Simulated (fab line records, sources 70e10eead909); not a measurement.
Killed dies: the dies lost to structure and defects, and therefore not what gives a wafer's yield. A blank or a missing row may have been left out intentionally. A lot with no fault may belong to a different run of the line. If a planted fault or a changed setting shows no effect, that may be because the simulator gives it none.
Chamber matching -- flow nand_harc -- NHARC_A_CHANNEL_FILL_D1_ALD_14 on ald_hk-02: 4 sister chambers
The step deposits SiO2, target thk 2.5 nm, pulse time 10 s, ald cycles 25. 24 wafers are shown with their chamber, then 12 later ones without.

## WAFERS, EACH WITH ITS CHAMBER
wafer,chamber,heater_power_w (W),precursor_pulse_height_rel
L075.1,0,446,0.962
L075.2,3,500,1.003
L075.4,2,408,0.973
L074.3,2,397,1.008
L074.4,0,465,1.009
L074.6,3,510,1.020
L077.1,1,522,0.984
L077.3,0,463,0.999
L077.5,2,387,1.039
L082.1,1,541,1.010
L082.2,0,462,0.989
L082.6,1,530,0.990
L081.2,2,397,0.994
L081.5,3,505,0.935
L081.6,2,386,0.980
L084.1,1,540,0.986
L084.3,3,494,0.993
L084.6,2,404,0.994
L086.2,0,470,1.017
L086.4,1,533,1.043
L086.6,2,399,0.993
L087.2,2,400,1.011
L087.3,3,507,1.030
L087.5,3,507,1.019

SIGNATURES (means of the wafers above)
reading,chamber 0,chamber 1,chamber 2,chamber 3,scatter within a chamber
heater_power_w,461.20,533.20,397.25,503.83,7.56
precursor_pulse_height_rel,0.99520,1.00260,0.99900,1.00000,0.0257
Rule: distance of a wafer from a chamber = root of the sum over the readings of ((wafer's reading minus chamber's mean) / reading's scatter) squared. If the next closest chamber is less than 2 further off than the closest, the wafer can't be placed; otherwise it belongs to the closest. The scatter: the root of (the sum of the squares of (reading less its chamber's mean) over the shown wafers, divided by (wafers less chambers)).

## WAFERS MISSING THEIR CHAMBER
wafer,heater_power_w (W),precursor_pulse_height_rel
L089.2,391,1.018
L089.3,462,0.981
L089.4,548,1.006
L093.1,533,0.992
L093.4,464,1.017
L093.6,408,1.015
L095.1,531,0.994
L095.3,545,0.987
L095.5,549,1.018
L097.1,409,0.995
L097.4,548,1.042
L097.5,543,1.031

## CHAMBER TAKEN BY EACH
wafer,from the rows above,in truth
L089.2,2,2
L089.3,0,0
L089.4,1,1
L093.1,1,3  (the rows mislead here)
L093.4,0,0
L093.6,2,2
L095.1,1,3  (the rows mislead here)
L095.3,1,1
L095.5,1,1
L097.1,2,2
L097.4,1,1
L097.5,1,1
Placed correctly: 10 of 12. Left unplaced by these rows: 0. Wrongly placed: 2.
